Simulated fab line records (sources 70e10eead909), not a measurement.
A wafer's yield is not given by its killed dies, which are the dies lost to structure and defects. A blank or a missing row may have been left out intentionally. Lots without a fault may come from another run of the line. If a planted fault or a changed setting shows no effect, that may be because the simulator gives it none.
Chamber matching | flow nand harc | NHARC_P_M1_STRIP_18 on rie diel-03: 4 sister chambers
The step strips in N2/H2. 8 wafers are shown with their chamber, then 7 later ones without.

## WAFERS WITH THEIR CHAMBER
wafer  | chamber | drypump motor current A (A) | rf vpp V (V)
L472.6 | 3       | 5.8                         | 91.8
L475.3 | 0       | 5.4                         | 90.5
L475.4 | 3       | 5.8                         | 93.4
L477.1 | 1       | 5.5                         | 90.1
L477.2 | 0       | 5.4                         | 90.9
L477.4 | 2       | 6.2                         | 90.3
L488.2 | 1       | 5.4                         | 89.9
L488.4 | 2       | 6.2                         | 91.3

## WAFERS WITHOUT THEIR CHAMBER
wafer  | drypump motor current A (A) | rf vpp V (V)
L488.5 | 5.4                         | 90.4
L489.1 | 6.2                         | 91.3
L489.2 | 5.4                         | 90.6
L489.5 | 6.2                         | 92.0
L490.3 | 5.8                         | 91.3
L490.5 | 5.4                         | 91.7
L490.6 | 5.5                         | 88.6

## WHICH CHAMBER EACH WENT THROUGH
wafer  | from the rows above     | in truth
L488.5 | can't be placed: 0 or 1 | 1
L489.1 | 2                       | 2
L489.2 | can't be placed: 0 or 1 | 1
L489.5 | 2                       | 2
L490.3 | 3                       | 3
L490.5 | can't be placed: 0 or 1 | 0
L490.6 | can't be placed: 1 or 0 | 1
Correctly placed: 3 of 7. Cannot be placed on the basis of these rows: 4; the candidates contain the true chamber in 4. Placed wrongly: 0.
How it was worked out, from the rows above alone: a wafer's distance from a chamber is the root of the sum, over the readings, of the square of ((its reading less the chamber's mean) divided by the reading's scatter). The wafer belongs to the nearest chamber; if the next one is less than 2 further off, it can't be placed. For every chamber, the mean is computed from those of its wafers that are shown. The scatter is the square root of a quotient: the sum, over the shown wafers, of each reading's squared deviation from its chamber's mean, divided by wafers minus chambers.
